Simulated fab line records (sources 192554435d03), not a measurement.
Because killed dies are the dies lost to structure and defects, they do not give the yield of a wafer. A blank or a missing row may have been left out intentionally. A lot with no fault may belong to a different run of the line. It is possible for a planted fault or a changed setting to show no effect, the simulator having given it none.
Chamber matching ; flow n5Finfet ; 4 sister chambers for N5_BEOL_M15_DESCUM_15 on rieDiel-03
The step chemistry O2, time 7.9 s. 4 wafers are shown with their chamber, then 9 later ones without.

WAFERS WITH THEIR CHAMBER
wafer;chamber;throttleValvePct (%)
L085.2;0;20.36
L085.4;3;20.57
L083.5;1;20.96
L083.6;2;20.32

WAFERS WHOSE CHAMBER IS MISSING
wafer;throttleValvePct (%)
L088.2;20.58
L088.4;20.35
L088.6;20.34
L089.1;20.57
L089.3;20.98
L089.6;20.37
L091.3;20.58
L091.4;20.37
L091.6;20.35

WHICH CHAMBER EACH WENT THROUGH
wafer;from the rows above;in truth
L088.2;3;3
L088.4;can't be placed: 0 or 2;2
L088.6;can't be placed: 0 or 2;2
L089.1;3;3
L089.3;1;1
L089.6;0;0
L091.3;3;3
L091.4;0;0
L091.6;can't be placed: 0 or 2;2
Placed correctly: 6 of 9. These rows do not allow placing 3 (true chamber among the candidates in 3). Wrongly placed: 0.
How it was worked out, from the rows above alone: a wafer's distance from a chamber is the root of the sum, over the readings, of the square of ((its reading less the chamber's mean) divided by the reading's scatter). If the next closest chamber is less than 2 further off than the closest, the wafer can't be placed; otherwise it belongs to the closest. Each chamber's mean is taken over the wafers shown for it. The scatter: root of mean squared gap, hidden wafer to nearest shown wafer, with one shown wafer a chamber.
